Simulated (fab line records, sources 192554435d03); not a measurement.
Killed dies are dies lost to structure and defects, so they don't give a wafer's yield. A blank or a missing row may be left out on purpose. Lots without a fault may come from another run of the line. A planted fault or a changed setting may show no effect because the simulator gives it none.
Chamber matching | flow n5_finfet | N5_BEOL_M0_SAQP_PECVD_96 on pecvd-03: 3 sister chambers
The step deposits a-Si from SiH4/He, target thk 45 nm, time 45.2 s. 3 wafers are shown with their chamber, then 12 later ones without.

WAFERS WITH THEIR CHAMBER
wafer  | chamber | throttle_valve_pct (%)
L086.2 | 2       | 18.2
L089.5 | 0       | 18.5
L089.6 | 1       | 17.9

WAFERS WITHOUT THEIR CHAMBER
wafer  | throttle_valve_pct (%)
L092.1 | 17.6
L092.3 | 18.7
L092.4 | 17.5
L093.1 | 18.9
L093.4 | 17.6
L093.6 | 18.2
L095.3 | 17.5
L095.5 | 17.5
L095.6 | 18.7
L096.1 | 18.1
L096.4 | 18.8
L096.5 | 17.7

WHICH CHAMBER EACH WENT THROUGH
wafer  | from the rows above          | in truth
L092.1 | can't be placed: 1 or 2      | 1
L092.3 | can't be placed: 0 or 2      | 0
L092.4 | can't be placed: 1 or 2      | 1
L093.1 | can't be placed: 0 or 2      | 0
L093.4 | can't be placed: 1 or 2      | 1
L093.6 | can't be placed: 2 or 0 or 1 | 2
L095.3 | can't be placed: 1 or 2      | 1
L095.5 | can't be placed: 1 or 2      | 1
L095.6 | can't be placed: 0 or 2      | 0
L096.1 | can't be placed: 2 or 1 or 0 | 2
L096.4 | can't be placed: 0 or 2      | 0
L096.5 | can't be placed: 1 or 2      | 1
Placed correctly: 0 of 12. Can't be placed from these rows: 12 (the true chamber is among the candidates in 12). Placed wrongly: 0.
How it was worked out, from the rows above alone: a wafer's distance from a chamber is the root of the sum, over the readings, of the square of ((its reading less the chamber's mean) divided by the reading's scatter). The wafer belongs to the nearest chamber; if the next one is less than 2 further off, it can't be placed. A chamber's mean is the mean of its shown wafers. The scatter: with one shown wafer a chamber, the root of the mean of the squares of how far each hidden wafer lies from its nearest shown one.
